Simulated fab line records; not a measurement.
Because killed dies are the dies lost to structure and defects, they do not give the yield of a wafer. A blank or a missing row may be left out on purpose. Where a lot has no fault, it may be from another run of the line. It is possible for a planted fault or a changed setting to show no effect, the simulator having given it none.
A struck lot beside a sound one ; flow n5-finfet ; 14 out of 1938 route steps
Sound: these wafers, L701.4, L701.5, L701.6. Struck: wafer L707.4 (left out: L707.3, L707.5 of the same lot, which were not struck); the cause appears at the end.
For every step that has rows: the tool of each side, followed by ch and its chambers, followed by its first start. Under that, the readings that differ: sound wafers ; struck wafers ; difference of the means ; sigmas: that difference in standard deviations of wafers without a fault.
alike: readings with means less than 2 such deviations apart, plus words and numbers identical on both sides. not compared: withheld readings, readings lacking a value on some wafer, bounds such as >300 that could conceal the same value, and numbers that have no deviation in the record and whose values overlap.
A row with sigmas, a row that says differs or no value, or rows on one side alone: a step with any of these is where the two part. When numbers do not overlap yet have no deviation, they are printed without sigmas and do not part them. Lack of a reading on every wafer of one side parts them only where that side has two or more wafers.

first, 1 step without rows for these wafers: N5_BEOL_M11_DEVELOP_27 (develop time 30 s).
N5_BEOL_M11_CD_MEAS_28: the cd target is 70 nm.
  sound on cd-sem-01 ch 0, day 10 18:45; struck on cd-sem-01 ch 0, day 12 13:29
  alike: cd-nm
N5_BEOL_M11_OVL_MEAS_29:
  sound on overlay-01 ch 0, day 10 18:47; struck on overlay-02 ch 0, day 12 13:30
reading;sound;struck;difference;sigmas
V10_OVL (nm);-0.6 -1.1 -1.1;0.7;+1.6;+2
N5_BEOL_M11_INSPECT_30: inspects for defects (brightfield).
  sound on defect-inspect-01 at day 10 18:48; struck on defect-inspect-01 at day 12 13:32
  alike: raw-defect-count
N5_BEOL_M11_DESCUM_33: chemistry O2, time 7.9 s.
  sound on rie-diel-01 ch 0,2,3, day 10 18:51; struck on rie-diel-02 ch 0, day 12 13:34
reading;sound;struck;difference;sigmas
rf-hours-counter-h (h);- - -;110;no value on the sound wafers;
  alike: chamber-pressure-mTorr, drypump-motor-current-A, oes-product-au, rf-vpp-V, showerhead-plenum-p-Torr, throttle-valve-pct
then, 3 steps without rows for these wafers: N5_BEOL_M11_ETCH_65 (etches SiARC in CF4, target depth 39 nm, time 65 s); N5_BEOL_M11_ETCH_66 (etches SOC in N2/H2, target depth 120 nm, overetch 24 nm, time 180 s); N5_BEOL_M11_STRIP_69 (strips in N2/H2).
N5_BEOL_M11_VIA_ETCH_34: etches SiCOH lowk in C4F6/O2, target depth 184.5 nm, time 69.2 s.
  sound on rie-diel-01 ch 0,2,3, day 10 19:04; struck on rie-diel-02 ch 0, day 12 13:46
reading;sound;struck;difference;sigmas
rf-hours-counter-h (h);- - -;110;no value on the sound wafers;
rf-vpp-V (V);679 669 672;658;-15;-3
  alike: chamber-pressure-mTorr, drypump-motor-current-A, oes-product-au, showerhead-plenum-p-Torr, throttle-valve-pct
then, 1 step without rows for these wafers: N5_BEOL_M11_STRIP_73 (strips in C4F6/O2).
N5_BEOL_M11_STRIP_36: strips in N2/H2.
  sound on rie-diel-01 ch 0,2,3, day 10 19:08; struck on rie-diel-02 ch 0, day 12 13:50
reading;sound;struck;difference;sigmas
rf-hours-counter-h (h);- - -;110;no value on the sound wafers;
  alike: chamber-pressure-mTorr, drypump-motor-current-A, n2-flow-sccm, oes-product-au, rf-vpp-V, showerhead-plenum-p-Torr, throttle-valve-pct
N5_BEOL_M11_TRENCH_ETCH_37: etches SiCOH lowk in C4F6/O2, target depth 148.83 nm, time 48 s.
  sound: rie-diel-01 ch 0,2,3; struck: rie-diel-02 ch 0
reading;sound;struck;difference;sigmas
rf-hours-counter-h (h);- - -;110;no value on the sound wafers;
rf-vpp-V (V);679 669 673;660;-14;-2
  alike: chamber-pressure-mTorr, drypump-motor-current-A, oes-product-au, showerhead-plenum-p-Torr, throttle-valve-pct
N5_BEOL_M11_ETCH_41: etches SiCN in CH3F/O2, target depth 42.6 nm, time 86 s.
  sound on rie-diel-01 ch 0,2,3, day 10 19:13; struck on rie-diel-02 ch 0, day 12 13:55
reading;sound;struck;difference;sigmas
rf-hours-counter-h (h);- - -;110;no value on the sound wafers;
model.etch.depth-nm (nm);31.87 32.26 32.37;27.97;-4.20;
  alike: CH3F_flow_sccm, chamber-pressure-mTorr, drypump-motor-current-A, oes-product-au, rf-vpp-V, showerhead-plenum-p-Torr, throttle-valve-pct
N5_BEOL_M11_STRIP_77: strips in N2/H2, time 10 s.
  sound: rie-diel-01 ch 0,2,3; struck: rie-diel-02 ch 0
reading;sound;struck;difference;sigmas
rf-hours-counter-h (h);- - -;110;no value on the sound wafers;
  alike: chamber-pressure-mTorr, drypump-motor-current-A, n2-flow-sccm, oes-product-au, rf-vpp-V, showerhead-plenum-p-Torr, throttle-valve-pct

== WHERE THEY PART ==
Earliest at N5_BEOL_M11_OVL_MEAS_29; latest, in this record, at N5_BEOL_M11_STRIP_77.

WHY: the cause the simulator had injected
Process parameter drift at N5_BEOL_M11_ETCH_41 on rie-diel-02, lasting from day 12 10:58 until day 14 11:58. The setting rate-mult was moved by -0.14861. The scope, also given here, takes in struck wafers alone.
